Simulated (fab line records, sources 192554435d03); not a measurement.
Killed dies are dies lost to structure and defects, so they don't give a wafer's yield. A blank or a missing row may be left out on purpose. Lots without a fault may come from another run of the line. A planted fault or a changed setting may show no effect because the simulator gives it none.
Which tool did it? | flow n5_finfet | 9 lots, 27 wafers sampled, at 6 steps of a route of 1938

WHAT THE GAUGES READ, wafer by wafer
N5_WELL_APT_CD_MEAS_25: target cd 200 nm. Usual: cd_nm 198.7 nm, standard deviation 2.
lot  | measured    | on        | cd_nm (nm)        | flag
L409 | day 2 04:05 | cd_sem-03 | 199.4 199.0 202.4 |
L411 | day 2 15:09 | cd_sem-02 | 198.5 198.9 198.4 |
L418 | day 4 08:56 | cd_sem-01 | 196.5 199.7 196.9 |
L419 | day 4 14:56 | cd_sem-01 | 197.9 194.5 199.4 |
L420 | day 4 21:10 | cd_sem-03 | 200.5 201.3 197.6 |
L422 | day 5 09:40 | cd_sem-03 | 197.3 201.9 201.3 |
L423 | day 5 14:48 | cd_sem-03 | 199.9 197.0 196.3 |
L424 | day 5 20:59 | cd_sem-01 | 199.9 198.2 199.4 |
L426 | day 6 09:19 | cd_sem-02 | 197.5 199.0 199.7 |

N5_PMOS_HMC_CHANNEL_EPI_THK_MEAS_22. Usual: HMC_CMP_THK 54.0 nm, standard deviation 1.2.
lot  | measured    | on            | HMC_CMP_THK (nm) | flag
L409 | day 2 09:27 | film_metro-02 | 55.3 51.5 54.4   |
L411 | day 2 20:24 | film_metro-01 | 53.5 52.1 51.7   |
L418 | day 4 14:22 | film_metro-01 | 54.8 53.0 54.5   |
L419 | day 4 20:27 | film_metro-01 | 56.1 54.8 54.8   |
L420 | day 5 02:08 | film_metro-01 | 54.6 53.6 54.1   |
L422 | day 5 14:33 | film_metro-01 | 54.3 53.0 54.7   |
L423 | day 5 19:49 | film_metro-01 | 52.5 42.5 51.6   | OFF
L424 | day 6 01:41 | film_metro-01 | 55.2 54.9 55.1   |
L426 | day 6 14:02 | film_metro-02 | 54.3 54.3 51.2   |

N5_BEOL_M4_RC_MEAS_101. Usual: DIBL_N 36.7 mV/V, standard deviation 2.4; DIBL_P 37.4 mV/V, standard deviation 2.9; IOFF_N 0.18 nA/um, standard deviation 0.05; IOFF_P 0.23 nA/um, standard deviation 0.058; ION_N 683 uA/um, standard deviation 16; ION_P 467 uA/um, standard deviation 11; SS_N 71.7 mV/dec, standard deviation 0.77; SS_P 73.5 mV/dec, standard deviation 0.87; VT_N 249 mV, standard deviation 4.3; VT_P -250 mV, standard deviation 4.4.
lot  | measured     | on        | DIBL_N (mV/V)  | DIBL_P (mV/V)  | IOFF_N (nA/um) | IOFF_P (nA/um) | ION_N (uA/um) | ION_P (uA/um) | SS_N (mV/dec)  | SS_P (mV/dec)  | VT_N (mV)   | VT_P (mV)      | flag
L409 | day 8 05:15  | prober-01 | 40.3 39.0 38.0 | 40.8 38.0 38.5 | 0.21 0.17 0.17 | 0.26 0.21 0.23 | 705 685 665   | 477 461 456   | 72.5 72.2 71.6 | 74.6 73.5 73.4 | 248 250 250 | -248 -254 -252 |
L411 | day 8 22:30  | prober-01 | 37.9 33.1 34.5 | 36.9 32.0 32.7 | 0.17 0.11 0.12 | 0.20 0.14 0.14 | 657 679 660   | 450 458 447   | 72.0 71.3 70.7 | 73.5 71.7 72.0 | 251 252 257 | -251 -257 -256 |
L418 | day 10 11:44 | prober-01 | 37.4 36.5 38.0 | 38.8 35.5 38.7 | 0.19 0.15 0.19 | 0.24 0.18 0.24 | 682 667 697   | 463 448 475   | 72.1 71.5 72.1 | 73.5 71.9 73.1 | 248 251 245 | -250 -253 -249 |
L419 | day 10 19:13 | prober-02 | 34.1 34.8 35.5 | 33.5 34.8 36.5 | 0.12 0.13 0.16 | 0.18 0.19 0.23 | 677 684 711   | 468 477 484   | 69.9 71.2 70.5 | 72.7 73.0 73.3 | 252 252 246 | -252 -249 -246 |
L420 | day 11 04:23 | prober-01 | 39.9 40.1 38.0 | 40.6 41.1 40.3 | 0.24 0.24 0.19 | 0.30 0.30 0.28 | 686 701 673   | 472 468 465   | 72.7 73.2 71.8 | 74.0 74.5 74.7 | 245 249 247 | -245 -246 -243 |
L422 | day 11 11:47 | prober-01 | 35.1 35.5 36.0 | 35.5 35.2 37.2 | 0.17 0.16 0.18 | 0.21 0.20 0.22 | 667 662 672   | 459 451 461   | 71.8 71.6 72.4 | 73.4 72.3 73.4 | 250 251 250 | -249 -251 -250 |
L423 | day 11 19:21 | prober-01 | 39.2 36.9 36.5 | 41.4 37.1 37.2 | 0.21 0.16 0.14 | 0.29 0.21 0.20 | 693 668 665   | 474 428 456   | 72.1 71.3 71.3 | 74.3 72.5 73.1 | 249 250 253 | -245 -252 -253 |
L424 | day 11 20:03 | prober-02 | 34.8 32.5 34.2 | 37.0 34.5 36.5 | 0.14 0.11 0.13 | 0.21 0.17 0.19 | 662 665 658   | 461 463 460   | 71.4 70.2 70.7 | 73.7 72.6 73.0 | 254 258 255 | -249 -253 -252 |
L426 | day 12 14:08 | prober-01 | 40.3 40.3 35.6 | 42.7 41.8 37.4 | 0.30 0.27 0.19 | 0.37 0.34 0.24 | 702 679 703   | 484 466 483   | 73.1 73.4 71.7 | 74.9 76.0 72.8 | 240 245 245 | -243 -246 -247 |

WHICH TOOL RAN EACH LOT (tool, then ch and the chambers of the sampled wafers, then the start)
lot  | N5_WELL_APT_DESCUM_30             | N5_PMOS_HMC_CHANNEL_EPI_FIN_RECESS_16 | N5_PMOS_HMC_CHANNEL_EPI_EPI_26
L409 | rie_diel-04 ch 0,2,3, day 2 04:10 | rie_si-03 ch 0,1,2, day 2 07:38       | epi_rpcvd-03 ch 0, day 2 09:33
L411 | rie_diel-03 ch 1,2,3, day 2 15:20 | rie_si-06 ch 0,1, day 2 18:35         | epi_rpcvd-01 ch 0, day 2 20:37
L418 | rie_diel-03 ch 0,2,3, day 4 09:01 | rie_si-04 ch 1,2, day 4 11:38         | epi_rpcvd-02 ch 0, day 4 14:29
L419 | rie_diel-01 ch 2,3, day 4 15:04   | rie_si-04 ch 2,3, day 4 17:43         | epi_rpcvd-03 ch 0, day 4 20:34
L420 | rie_diel-04 ch 1,2,3, day 4 21:16 | rie_si-06 ch 1,3, day 5 00:20         | epi_rpcvd-03 ch 0, day 5 02:14
L422 | rie_diel-01 ch 0,1,3, day 5 09:46 | rie_si-03 ch 0,2,3, day 5 12:45       | epi_rpcvd-03 ch 0, day 5 14:47
L423 | rie_diel-01 ch 2,3, day 5 14:53   | rie_si-03 ch 0,1,3, day 5 18:00       | epi_rpcvd-03 ch 0, day 5 20:07
L424 | rie_diel-04 ch 0,1, day 5 21:23   | rie_si-04 ch 2,3, day 5 23:53         | epi_rpcvd-02 ch 0, day 6 01:51
L426 | rie_diel-03 ch 0,1,3, day 6 09:28 | rie_si-06 ch 0,3, day 6 12:14         | epi_rpcvd-02 ch 0, day 6 14:08
- N5_WELL_APT_DESCUM_30: chemistry O2, time 7.9 s.
- N5_PMOS_HMC_CHANNEL_EPI_FIN_RECESS_16: chemistry HBr/Cl2, target Si, target depth 54 nm, time 18 s.
- N5_PMOS_HMC_CHANNEL_EPI_EPI_26: deposits Si from SiH4/H2, target thk 3.8 nm, time 22.7 s.

WHAT THE TOOLS THEMSELVES READ (means of the sampled wafers that have a number; where no wafer has one, the mark that the record gives instead)
N5_WELL_APT_DESCUM_30. Usual: bias_power_w 20.00 W, standard deviation 0.065; drypump_motor_current_A 5.6 A, standard deviation 0.46; oes_product_au 0.80 a.u., standard deviation 0.092; rf_vpp_V 243.4 V, standard deviation 1.6; showerhead_plenum_p_Torr 2.10 Torr, standard deviation 0.09; throttle_valve_pct 20.38 %, standard deviation 0.26.
lot  | tool        | bias_power_w (W) | drypump_motor_current_A (A) | oes_product_au (a.u.) | rf_vpp_V (V) | showerhead_plenum_p_Torr (Torr) | throttle_valve_pct (%) | flag
L409 | rie_diel-04 | 19.94            | 5.2                         | 0.78                  | 241.9        | 2.06                            | 20.36                  |
L411 | rie_diel-03 | 20.01            | 5.6                         | 0.85                  | 244.8        | 2.13                            | 20.29                  |
L418 | rie_diel-03 | 20.01            | 6.0                         | 0.77                  | 243.4        | 2.11                            | 20.52                  |
L419 | rie_diel-01 | 19.95            | 5.3                         | 0.72                  | 242.7        | 2.03                            | 20.53                  |
L420 | rie_diel-04 | 20.04            | 5.3                         | 0.86                  | 243.2        | 2.08                            | 20.21                  |
L422 | rie_diel-01 | 20.01            | 6.0                         | 0.78                  | 243.7        | 2.11                            | 20.35                  |
L423 | rie_diel-01 | 20.04            | 5.5                         | 0.74                  | 243.5        | 2.08                            | 20.37                  |
L424 | rie_diel-04 | 20.07            | 5.6                         | 0.92                  | 244.4        | 2.17                            | 20.32                  |
L426 | rie_diel-03 | 20.03            | 5.7                         | 0.79                  | 245.3        | 2.18                            | 20.46                  |

N5_PMOS_HMC_CHANNEL_EPI_FIN_RECESS_16. Usual: drypump_motor_current_A 5.7 A, standard deviation 0.53; oes_product_au 0.996 a.u., standard deviation 0.02; throttle_valve_pct 35.6 %, standard deviation 0.55.
lot  | tool      | drypump_motor_current_A (A) | oes_product_au (a.u.) | throttle_valve_pct (%) | flag
L409 | rie_si-03 | 6.0                         | 0.984                 | 35.1                   |
L411 | rie_si-06 | 5.2                         | 0.974                 | 36.0                   |
L418 | rie_si-04 | 6.0                         | 1.013                 | 35.6                   |
L419 | rie_si-04 | 5.6                         | 1.016                 | 35.7                   |
L420 | rie_si-06 | 5.5                         | 0.989                 | 35.9                   |
L422 | rie_si-03 | 5.9                         | 0.996                 | 34.9                   |
L423 | rie_si-03 | 5.5                         | 0.941                 | 35.3                   |
L424 | rie_si-04 | 5.2                         | 1.010                 | 35.8                   |
L426 | rie_si-06 | 5.1                         | 0.981                 | 36.3                   |

N5_PMOS_HMC_CHANNEL_EPI_EPI_26. Usual: throttle_valve_pct 11.3 %, standard deviation 0.45.
lot  | tool         | throttle_valve_pct (%) | flag
L409 | epi_rpcvd-03 | 11.7                   |
L411 | epi_rpcvd-01 | 11.7                   |
L418 | epi_rpcvd-02 | 10.8                   |
L419 | epi_rpcvd-03 | 11.8                   |
L420 | epi_rpcvd-03 | 11.6                   |
L422 | epi_rpcvd-03 | 11.6                   |
L423 | epi_rpcvd-03 | 11.4                   |
L424 | epi_rpcvd-02 | 10.6                   |
L426 | epi_rpcvd-02 | 10.8                   |

THE ANSWER, worked out from the rows above alone
Rule: a lot is off if the mean of its wafers that have a number lies more than 3 standard deviations from the usual mean. A lot without any number at a reading at which 4 lots or more have one is off too. The other lots that the step has rows for count as sound. The gauges are gone through in route order, then the tools' own readings, and for those a lot's mean is taken as printed above. The first step at which some lot is off is used, and at that step the reading that is off furthest; a lot without a number counts as furthest.
Off: L423, at N5_PMOS_HMC_CHANNEL_EPI_THK_MEAS_22 (HMC_CMP_THK).
A tool fits if, at a process step before that reading, it ran every lot that is off, and no sound lot after the first of them. The gauges at N5_PMOS_HMC_CHANNEL_EPI_THK_MEAS_22 are tried like those tools. Can't be told from this: 2 tools fit, rie_diel-01 at N5_WELL_APT_DESCUM_30, rie_si-03 at N5_PMOS_HMC_CHANNEL_EPI_FIN_RECESS_16.

WHAT THE SIMULATOR HAD PUT IN
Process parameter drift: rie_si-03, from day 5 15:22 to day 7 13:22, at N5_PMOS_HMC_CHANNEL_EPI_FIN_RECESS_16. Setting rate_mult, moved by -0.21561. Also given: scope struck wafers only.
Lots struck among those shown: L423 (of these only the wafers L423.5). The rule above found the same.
